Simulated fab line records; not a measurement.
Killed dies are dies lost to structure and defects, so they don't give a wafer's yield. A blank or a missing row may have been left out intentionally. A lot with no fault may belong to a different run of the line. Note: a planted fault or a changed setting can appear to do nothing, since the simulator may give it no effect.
Matching of chambers ; flow nand_harc ; NHARC_A_STAIRCASE_TRIM_229 on rie_diel-09 has 4 sister chambers
The step chemistry O2, time 211.2 s. 8 wafers are shown with their chamber, then 10 later ones without.

== WAFERS, EACH WITH ITS CHAMBER ==
wafer;chamber;drypump_motor_current_A (A);showerhead_plenum_p_Torr (Torr)
L082.6;0;5.7;3.56
L084.3;3;6.6;3.34
L085.5;1;6.2;3.39
L089.1;1;6.2;3.39
L089.2;3;6.6;3.33
L089.5;2;6.5;3.34
L092.1;0;5.6;3.54
L092.2;2;6.5;3.34

== WAFERS WITHOUT THEIR CHAMBER ==
wafer;drypump_motor_current_A (A);showerhead_plenum_p_Torr (Torr)
L092.4;6.6;3.32
L093.1;6.5;3.34
L093.3;5.6;3.54
L093.4;6.6;3.32
L091.1;6.2;3.38
L091.5;5.6;3.54
L091.6;6.6;3.32
L097.1;6.6;3.32
L097.3;6.5;3.33
L097.5;6.2;3.38

== CHAMBER TAKEN BY EACH ==
wafer;from the rows above;in truth
L092.4;can't be placed: 3 or 2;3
L093.1;2;2
L093.3;0;0
L093.4;can't be placed: 3 or 2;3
L091.1;1;1
L091.5;0;0
L091.6;can't be placed: 3 or 2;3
L097.1;can't be placed: 3 or 2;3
L097.3;can't be placed: 2 or 3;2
L097.5;1;1
Placed correctly: 5 of 10. Not placeable from these rows: 5 (in 5, the candidates include the true chamber). Number placed wrongly: 0.
How it was worked out, from the rows above alone: a wafer's distance from a chamber is the root of the sum, over the readings, of the square of ((its reading less the chamber's mean) divided by the reading's scatter). If the next closest chamber is less than 2 further off than the closest, the wafer can't be placed; otherwise it belongs to the closest. Each chamber's mean is taken over the wafers shown for it. The scatter: take each reading less its chamber's mean, square it, sum over the shown wafers, divide by the number of wafers less the number of chambers, and take the root.
